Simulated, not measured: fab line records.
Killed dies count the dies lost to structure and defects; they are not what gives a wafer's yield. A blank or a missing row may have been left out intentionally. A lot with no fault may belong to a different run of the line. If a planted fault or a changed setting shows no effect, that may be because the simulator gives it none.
fab line records	flow nand_harc	part 2 of 2: steps 5 to 6 of 6
[record] lots = 19	wafers = 57	last_day = 25
route steps=1159 shown P_BONDPAD@380 A_CHANNEL_HOLE_D1@465 A_STAIRCASE@532
lots that met no fault: from a run of the same line without faults
start_h: hours from the record's opening day to when the first of the lot's shown wafers began	wait_h: time in hours since the lot's previous step	" unchanged from the row above	L1.1+2: several wafers, shown together as one row	- either no value or no given start	* or withheld: withheld	< > ~ a bound
route shown NAME@n: a module of which the file shows steps, and the number in the route of the first	usual: mean and standard deviation over wafers with no fault	same: alike in all rows	chamber/n: place in a boat	sites: each site's reading	_std_site: standard deviation across them	_edge_site: mean of outer sites minus mean of inner sites	radius_mm: for every site, how far away it sits from the centre of the wafer	mask NAME#n: copy n	behind: the last tool/chamber to shape the wafer	hold: why the lot was held/for how many hours/how that ended	device: names the non-switching transistor (n, p or np)	end of line: tests of these same wafers at the route's end	where a step has no rows: the recipe by itself	killed: the dies lost at the first sort to structure and to defects; this is not the yield of the wafer	map: a wafer's dies, marking killed ones x, the rest . and places with no die _
set.NAME: the setting as run; set.NAME@STEP: as run at that earlier step	model.NAME: the simulator's own value behind a step, which no gauge read
steps of the route over a sample of lots; a table a step, a row a wafer
services: a tool's chamber out of use, with start hour (start_h, from the record's first day; less than 0 if before it), hours out, and reason
[[steps]]
[step NHARC_A_STAIRCASE_ETCH_13]
[recipe] target_depth_a = 1000	time_s = 40.5	ion_energy_ev = 400	c4f8_flow_sccm = 20	o2_flow_sccm = 10	ar_flow_sccm = withheld	rf_w = 600	bias_w = 1000	chemistry = C4F8/O2
[usual] chamber_pressure_mTorr = 24.996/0.022	oes_product_au = 0.937/0.014	rf_vpp_V = 895/6.2
lot.wafer	tool	chamber	start_h	wait_h	chamber_pressure_mTorr	oes_product_au	rf_hours_counter_h	rf_vpp_V
L074.4	rie_diel-05	0	-	-	24.995	0.965	29	888
L074.3	"	1	"	"	24.976	0.949	31	891
L074.5	"	2	"	"	25.022	0.943	-	896
L076.3	rie_diel-04	0	-	-	25.031	0.957	45	900
L076.2	"	1	"	"	25.045	0.948	45	895
L076.6	"	3	"	"	25.011	0.945	-	902
L075.4	rie_diel-05	3	-	-	25.013	0.923	29	905
L075.2	"	1	"	"	25.006	0.908	33	890
L075.5	"	3	"	"	25.030	0.922	-	904
L079.4	rie_diel-05	1	-	-	25.018	0.920	35	889
L079.1	"	3	"	"	24.999	0.933	32	905
L079.5	"	0	"	"	25.027	0.927	-	889
L078.3	rie_diel-05	1	-	-	24.994	0.949	38	889
L078.1	"	2	"	"	24.987	0.951	32	895
L078.4	"	3	"	"	24.968	0.956	35	905
L080.2	rie_diel-05	3	-	-	24.984	0.947	40	906
L080.6	"	3	"	"	24.954	0.940	-	905
L080.5	"	0	"	"	25.012	0.937	-	889
L081.2	rie_diel-04	0	-	-	24.956	0.932	56	899
L081.4	"	1	"	"	24.944	0.915	57	893
L081.6	"	0	"	"	25.004	0.930	-	901
L082.2	rie_diel-04	0	-	-	25.015	0.931	59	899
L082.1	"	1	"	"	25.007	0.918	61	894
L082.6	"	3	"	"	24.965	0.920	-	900
L083.4	rie_diel-06	1	-	-	25.038	0.976	17	889
L083.3	"	2	"	"	25.049	0.930	16	890
L083.5	"	1	"	"	24.991	0.963	-	890
L086.2	rie_diel-05	0	-	-	25.002	0.942	55	887
L086.3	"	2	"	"	24.985	0.927	52	895
L086.5	"	0	"	"	24.980	0.942	-	887
L088.1	rie_diel-06	1	-	-	25.003	0.956	23	888
L088.3	"	2	"	"	25.012	0.945	22	890
L088.6	"	3	"	"	24.971	0.947	-	900
L087.2	rie_diel-04	0	-	-	25.019	0.927	6	900
L087.5	"	3	"	"	24.981	0.928	-	901
L087.4	"	1	"	"	25.038	0.917	-	894
L091.4	rie_diel-06	1	-	-	24.981	0.945	32	888
L091.3	"	0	"	"	24.986	0.938	31	887
L091.5	"	1	"	"	24.962	0.951	-	889
L090.1	rie_diel-06	3	-	-	24.968	0.921	32	901
L090.4	"	1	"	"	25.005	0.926	33	889
L090.5	"	2	"	"	24.988	0.910	-	887
L092.3	rie_diel-04	3	-	-	25.014	0.920	21	900
L092.5	"	3	"	"	24.965	0.917	-	901
L092.6	"	0	"	"	24.990	0.927	-	897
L094.1	rie_diel-04	1	-	-	25.016	0.947	21	894
L094.3	"	2	"	"	24.978	0.965	13	904
L094.6	"	1	"	"	24.974	0.935	-	894
L097.2	rie_diel-04	3	-	-	25.013	0.933	27	902
L097.1	"	1	"	"	24.972	0.925	24	894
L097.6	"	0	"	"	25.007	0.924	-	899
L095.3	rie_diel-06	3	-	-	25.009	0.936	46	901
L095.1	"	0	"	"	25.007	0.929	45	888
L095.5	"	3	"	"	24.974	0.918	-	900
L096.2	rie_diel-04	3	-	-	25.004	0.953	32	900
L096.4	"	1	"	"	25.027	0.947	28	894
L096.5	"	3	"	"	24.977	0.955	-	899
[step NHARC_A_STAIRCASE_TRIM_14]
[recipe] time_s = 211.2	o2_flow_sccm = 500	ar_flow_sccm = 0	bias_w = 0	chemistry = O2
[usual] chamber_pressure_mTorr = 60.00/0.057	drypump_motor_current_A = 5.73/0.22	oes_product_au = 0.999/0.0086	rf_vpp_V = 57.7/0.88	showerhead_plenum_p_Torr = 3.51/0.17	throttle_valve_pct = 17.036/0.008
lot.wafer	tool	chamber	start_h	wait_h	chamber_pressure_mTorr	drypump_motor_current_A	oes_product_au	rf_hours_counter_h	rf_vpp_V	showerhead_plenum_p_Torr	throttle_valve_pct
L074.4	rie_diel-05	1	-	-	59.99	5.74	0.994	31	57.9	3.37	17.034
L074.3	"	3	"	"	59.99	5.78	0.998	27	58.8	3.79	17.036
L074.5	"	1	"	"	59.97	5.74	0.993	-	56.8	3.37	17.024
L076.2	rie_diel-04	1	-	-	60.01	5.53	0.994	45	56.3	3.49	17.043
L076.3	"	0	"	"	60.04	5.70	1.008	45	56.6	3.63	17.044
L076.6	"	1	"	"	60.00	5.51	0.990	-	58.8	3.49	17.018
L075.2	rie_diel-05	0	-	-	59.95	5.72	0.997	31	58.5	3.33	17.041
L075.4	"	1	"	"	59.97	5.75	0.993	33	56.5	3.37	17.039
L075.5	"	0	"	"	60.04	5.72	1.002	-	57.5	3.33	17.059
L079.1	rie_diel-05	2	-	-	60.10	5.36	1.005	28	58.3	3.51	17.038
L079.4	"	0	"	"	59.95	5.70	1.017	33	57.5	3.33	17.050
L079.5	"	3	"	"	60.05	5.80	1.014	-	59.5	3.79	17.040
L078.4	rie_diel-05	3	-	-	60.10	5.80	1.017	35	60.3	3.79	17.039
L078.1	"	0	"	"	59.97	5.71	0.991	36	56.8	3.33	17.014
L078.3	"	2	"	"	59.98	5.36	0.982	32	57.7	3.50	17.043
L080.2	rie_diel-05	1	-	-	60.01	5.75	0.986	42	56.7	3.36	17.029
L080.5	"	2	"	"	59.95	5.35	0.991	-	58.4	3.50	17.039
L080.6	"	3	"	"	60.11	5.78	0.999	-	57.2	3.78	17.034
L081.2	rie_diel-04	2	-	-	60.01	5.63	1.011	59	57.4	3.77	17.046
L081.4	"	3	"	"	59.86	5.97	0.994	56	57.7	3.64	17.023
L081.6	"	0	"	"	60.06	5.71	1.007	-	58.0	3.62	17.029
L082.1	rie_diel-04	0	-	-	59.96	5.72	1.006	59	58.7	3.62	17.026
L082.2	"	2	"	"	60.09	5.63	1.006	63	57.8	3.77	17.035
L082.6	"	0	"	"	60.04	5.68	1.007	-	58.7	3.62	17.011
L083.3	rie_diel-06	1	-	-	60.08	6.21	1.010	17	56.2	3.34	17.031
L083.4	"	2	"	"	59.94	5.70	0.990	16	58.0	3.34	17.050
L083.5	"	1	"	"	60.12	6.24	1.008	-	57.7	3.34	17.033
L086.3	rie_diel-05	0	-	-	59.98	5.75	0.993	55	58.7	3.32	17.049
L086.2	"	1	"	"	59.95	5.73	0.990	58	57.2	3.35	17.040
L086.5	"	1	"	"	59.96	5.75	0.985	-	56.7	3.35	17.022
L088.3	rie_diel-06	2	-	-	60.09	5.72	0.989	22	56.7	3.33	17.037
L088.1	"	0	"	"	60.06	5.60	0.995	22	57.5	3.30	17.038
L088.6	"	3	"	"	60.04	5.76	1.003	-	58.7	3.64	17.025
L087.2	rie_diel-04	1	-	-	60.07	5.53	0.997	5	59.5	3.48	17.032
L087.4	"	0	"	"	59.97	5.71	1.002	-	58.4	3.62	17.037
L087.5	"	1	"	"	60.10	5.48	0.987	-	57.6	3.48	17.031
L091.3	rie_diel-06	1	-	-	60.10	6.23	1.003	32	58.3	3.33	17.029
L091.4	"	3	"	"	60.04	5.75	1.018	32	57.6	3.63	17.038
L091.5	"	1	"	"	60.03	6.24	1.001	-	57.0	3.33	17.042
L090.1	rie_diel-06	1	-	-	60.03	6.24	1.005	33	56.3	3.33	17.044
L090.4	"	3	"	"	59.99	5.75	1.003	32	56.7	3.63	17.024
L090.5	"	1	"	"	60.05	6.21	1.005	-	56.2	3.33	17.030
L092.3	rie_diel-04	1	-	-	59.99	5.46	1.006	19	58.0	3.47	17.032
L092.5	"	3	"	"	59.95	5.99	0.993	-	57.3	3.63	17.036
L092.6	"	0	"	"	59.97	5.68	1.003	-	58.3	3.61	17.049
L094.3	rie_diel-04	3	-	-	60.06	5.97	0.991	23	58.1	3.63	17.028
L094.1	"	0	"	"	59.98	5.70	0.995	22	57.4	3.61	17.038
L094.6	"	2	"	"	59.99	5.64	0.998	-	58.0	3.76	17.034
L097.2	rie_diel-04	1	-	-	59.96	5.53	0.992	24	57.8	3.47	17.036
L097.1	"	3	"	"	59.96	5.97	0.993	27	57.2	3.62	17.025
L097.6	"	1	"	"	59.93	5.53	1.004	-	57.9	3.47	17.043
L095.1	rie_diel-06	0	-	-	60.04	5.60	1.010	45	56.4	3.29	17.033
L095.3	"	1	"	"	60.00	6.27	1.009	47	56.5	3.32	17.036
L095.5	"	0	"	"	59.92	5.59	0.998	-	58.6	3.29	17.030
L096.4	rie_diel-04	0	-	-	60.08	5.74	0.995	30	57.2	3.61	17.036
L096.2	"	1	"	"	59.98	5.52	1.004	28	56.4	3.47	17.027
L096.5	"	2	"	"	59.95	5.63	1.002	-	56.6	3.76	17.042
[[services]]
tool	chamber	start_h	hours	kind
rie_diel-06	1	120.98	3.8	repair
rie_diel-02	-	150.70	9.0	pm
rie_diel-13	2	158.71	4.8	repair
rie_diel-04	1	160.85	3.3	repair
rie_diel-05	-	163.60	9.0	pm
rie_diel-11	-	189.50	9.0	pm
rie_diel-06	1	202.75	4.9	repair
rie_diel-05	2	203.27	8.7	repair
rie_diel-06	1	215.78	28.6	repair
rie_diel-11	-	215.80	2.6	repair
rie_diel-13	-	230.35	0.8	repair
rie_diel-13	1	233.97	10.8	repair
rie_diel-06	-	242.80	9.0	pm
rie_diel-04	-	275.37	1.1	repair
rie_diel-13	-	276.23	9.0	pm
rie_diel-04	-	289.03	9.0	pm
rie_diel-06	0	298.58	3.3	repair
rie_diel-04	2	307.44	18.4	repair
rie_diel-02	-	327.70	9.0	pm
rie_diel-11	3	337.69	2.8	repair
rie_diel-05	-	340.60	9.0	pm
rie_diel-02	1	344.12	2.8	repair
rie_diel-11	3	344.24	1.4	repair
rie_diel-11	-	366.50	9.0	pm
